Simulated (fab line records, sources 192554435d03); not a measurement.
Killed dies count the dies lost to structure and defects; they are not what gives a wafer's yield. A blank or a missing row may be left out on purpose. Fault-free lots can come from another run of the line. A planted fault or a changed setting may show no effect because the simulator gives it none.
Matching of chambers ; flow n5Finfet ; N5_BEOL_M12_ETCH_38 on rieDiel-02: 4 sister chambers
The step etches SiCN in CF4/N2, target depth 68.7 nm, time 73.4 s. 14 wafers are shown with their chamber, then 7 later ones without.

## EACH WAFER AND ITS CHAMBER
wafer;chamber;showerheadPlenumPTorr (Torr);throttleValvePct (%);drypumpMotorCurrentA (A)
L080.1;2;2.193;15.94;6.0
L080.4;3;2.210;15.44;6.0
L080.5;1;2.195;15.35;6.1
L079.2;1;2.195;15.36;6.1
L079.4;0;2.120;15.47;5.7
L079.6;3;2.210;15.43;6.0
L078.4;1;2.195;15.35;6.1
L078.5;3;2.210;15.44;6.0
L078.6;0;2.120;15.48;5.6
L085.1;1;2.191;15.38;6.1
L085.2;3;2.207;15.47;6.0
L085.3;2;2.190;15.96;6.0
L084.1;1;2.190;15.37;6.1
L084.3;3;2.205;15.47;6.1

SIGNATURES, as means of the wafers listed above
reading;chamber 0;chamber 1;chamber 2;chamber 3;scatter within a chamber
showerheadPlenumPTorr;2.12000;2.19320;2.19150;2.20840;0.00225
throttleValvePct;15.4750;15.3620;15.9500;15.4500;0.0153
drypumpMotorCurrentA;5.650;6.100;6.000;6.020;0.0361
Rule: a wafer lies at a distance from a chamber equal to the root of the sum of squares, over the readings, of (its reading less the chamber's mean, divided by the reading's scatter). If the next closest chamber is less than 2 further off than the closest, the wafer can't be placed; otherwise it belongs to the closest. The scatter: the root of (the sum of the squares of (reading less its chamber's mean) over the shown wafers, divided by (wafers less chambers)).

## WAFERS WHOSE CHAMBER IS MISSING
wafer;showerheadPlenumPTorr (Torr);throttleValvePct (%);drypumpMotorCurrentA (A)
L084.6;2.189;15.96;5.9
L088.2;2.186;15.99;6.0
L088.4;2.113;15.55;5.6
L088.6;2.186;15.99;6.0
L095.2;2.181;16.02;5.9
L095.5;2.182;15.43;6.1
L095.6;2.108;15.57;5.7

## CHAMBER TAKEN BY EACH
wafer;from the rows above;in truth
L084.6;2;2
L088.2;2;2
L088.4;0;0
L088.6;2;2
L095.2;2;2
L095.5;1;1
L095.6;0;0
Correct placement for 7 of the 7. Left unplaced by these rows: 0. Placed wrongly: 0.
